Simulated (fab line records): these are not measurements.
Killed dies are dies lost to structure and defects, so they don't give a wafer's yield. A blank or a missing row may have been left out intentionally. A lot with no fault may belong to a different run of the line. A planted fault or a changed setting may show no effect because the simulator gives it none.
Matching of chambers    flow n5Finfet    N5_FIN_SAQP_DESCUM_21 on rieDiel-01 has 4 sister chambers
The step chemistry O2, time 7.9 s. 8 wafers are shown with their chamber, then 7 later ones without.

== EACH WAFER AND ITS CHAMBER ==
wafer   chamber  showerheadPlenumPTorr (Torr)  drypumpMotorCurrentA (A)
L076.1  0        2.17                          6.4
L078.1  3        2.07                          5.9
L083.4  0        2.17                          6.4
L083.6  1        2.05                          5.7
L084.4  1        2.05                          5.8
L084.6  2        2.03                          6.6
L087.1  3        2.06                          6.0
L087.2  2        2.03                          6.6

== WAFERS WITH NO CHAMBER GIVEN ==
wafer   showerheadPlenumPTorr (Torr)  drypumpMotorCurrentA (A)
L087.5  2.06                          6.0
L089.2  2.05                          5.8
L089.3  2.03                          6.6
L089.6  2.05                          5.8
L091.1  2.03                          6.6
L091.2  2.05                          5.7
L091.6  2.06                          6.0

== THE CHAMBER EACH PASSED THROUGH ==
wafer   from the rows above  in truth
L087.5  3                    3
L089.2  1                    1
L089.3  2                    2
L089.6  1                    1
L091.1  2                    2
L091.2  1                    1
L091.6  3                    3
Placed correctly: 7 of 7. Number that these rows cannot place: 0. Number placed wrongly: 0.
How it was worked out, from the rows above alone: a wafer's distance from a chamber is the root of the sum, over the readings, of the square of ((its reading less the chamber's mean) divided by the reading's scatter). If the next closest chamber is less than 2 further off than the closest, the wafer can't be placed; otherwise it belongs to the closest. For every chamber, the mean is computed from those of its wafers that are shown. The scatter: the root of (the sum of the squares of (reading less its chamber's mean) over the shown wafers, divided by (wafers less chambers)).
